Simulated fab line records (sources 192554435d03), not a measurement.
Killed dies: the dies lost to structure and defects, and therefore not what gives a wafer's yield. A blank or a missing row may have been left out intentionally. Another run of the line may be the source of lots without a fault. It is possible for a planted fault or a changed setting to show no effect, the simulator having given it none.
Check of tool commonality -- flow n5Finfet -- Sampled: 11 lots, 33 wafers

THE REASON FOR OPENING IT
On 3 of the 11 lots, a flag is raised at N5_PASSIVATION_INSPECT_57 on the reading rawDefectCount. No-fault wafers: 1.9, standard deviation 1.4.
Rule: a lot is flagged when every wafer of it that has a number lies more than 4 standard deviations from that mean, or none has a number. The rest of the lots are taken to be sound.

lot,measured,on,"rawDefectCount, wafer by wafer",flag
L366,day 12 21:53,defectInspect-02,2 0 1,
L365,day 13 00:45,defectInspect-02,4 2 5,
L369,day 13 19:30,defectInspect-01,0 2 1,
L374,day 15 01:38,defectInspect-02,93 108 91,FLAGGED
L375,day 15 07:08,defectInspect-02,90 107 112,FLAGGED
L373,day 15 20:30,defectInspect-01,91 84 118,FLAGGED
L377,day 16 01:19,defectInspect-02,3 4 4,
L382,day 16 22:47,defectInspect-02,1 2 3,
L381,day 17 07:31,defectInspect-01,3 1 0,
L383,day 17 17:48,defectInspect-01,3 6 4,
L386,day 18 08:23,defectInspect-01,1 0 1,
The mean of the flagged lots' numbers is 99.3, +97.4 from the usual (+70 standard deviations).

EACH LOT AND THE TOOL IT RAN ON
3 process steps preceding the reading are held in the record, out of 1938 steps in the route. Cell contents, in order: the tool; ch with the chambers the sampled wafers went through; the start.
lot,flag,N5_PASSIVATION_PRE_CLEAN_19,N5_PASSIVATION_STRIP_48,N5_PASSIVATION_PROBE_49
L366,,"pvdSputter-03, day 12 15:08","rieDiel-06 ch 0,2,3, day 12 18:38",no row
L365,,"pvdSputter-02, day 12 16:41","rieDiel-05 ch 2,3, day 12 20:29",no row
L369,,"pvdSputter-03, day 13 13:19","rieDiel-04 ch 0,3, day 13 16:37",no row
L374,FLAGGED,"pvdSputter-03, day 14 19:29","rieDiel-06 ch 1,2, day 14 22:46","prober-02, day 15 01:22"
L375,FLAGGED,"pvdSputter-01, day 15 01:09","rieDiel-05 ch 0,2,3, day 15 04:18",no row
L373,FLAGGED,"pvdSputter-03, day 15 14:07","rieDiel-05 ch 1,2, day 15 17:38",no row
L377,,"pvdSputter-03, day 15 19:02","rieDiel-06 ch 0,3, day 15 22:28",no row
L382,,"pvdSputter-03, day 16 15:09","rieDiel-06 ch 1,2,3, day 16 19:56",no row
L381,,"pvdSputter-02, day 17 01:23","rieDiel-06 ch 1,2,3, day 17 04:40",no row
L383,,"pvdSputter-03, day 17 11:08","rieDiel-06 ch 0,1,2, day 17 14:24",no row
L386,,"pvdSputter-01, day 18 02:14","rieDiel-06 ch 0,1,3, day 18 05:32",no row
What is done by these steps:
- N5_PASSIVATION_PRE_CLEAN_19
- N5_PASSIVATION_STRIP_48: strips in O2.
- N5_PASSIVATION_PROBE_49
- N5_PASSIVATION_INSPECT_57: inspects for defects (macro).

FLAGGED AGAINST TOTAL, ONE TOOL AT A TIME (gauges that did the reading follow at the end)
step,tool,lots run,flagged,share of the flagged lots,sound lots run after its first flagged lot
N5_PASSIVATION_PRE_CLEAN_19,pvdSputter-01,2,1,some,1 (L386)
N5_PASSIVATION_PRE_CLEAN_19,pvdSputter-02,2,0,none,-
N5_PASSIVATION_PRE_CLEAN_19,pvdSputter-03,7,2,some,"3 (L377,L382,L383)"
N5_PASSIVATION_STRIP_48,rieDiel-04,1,0,none,-
N5_PASSIVATION_STRIP_48,rieDiel-05,3,2,some,0
N5_PASSIVATION_STRIP_48,rieDiel-06,7,1,some,"5 (L377,L382,L381,L383,L386)"
N5_PASSIVATION_PROBE_49,prober-02,1,1,some,0
N5_PASSIVATION_INSPECT_57,defectInspect-01,5,1,some,"3 (L381,L383,L386)"
N5_PASSIVATION_INSPECT_57,defectInspect-02,6,2,some,"2 (L377,L382)"

WHAT THE TABLE PERMITS
No row of the table ran every flagged lot.

WHAT HAD BEEN PUT IN BY THE SIMULATOR
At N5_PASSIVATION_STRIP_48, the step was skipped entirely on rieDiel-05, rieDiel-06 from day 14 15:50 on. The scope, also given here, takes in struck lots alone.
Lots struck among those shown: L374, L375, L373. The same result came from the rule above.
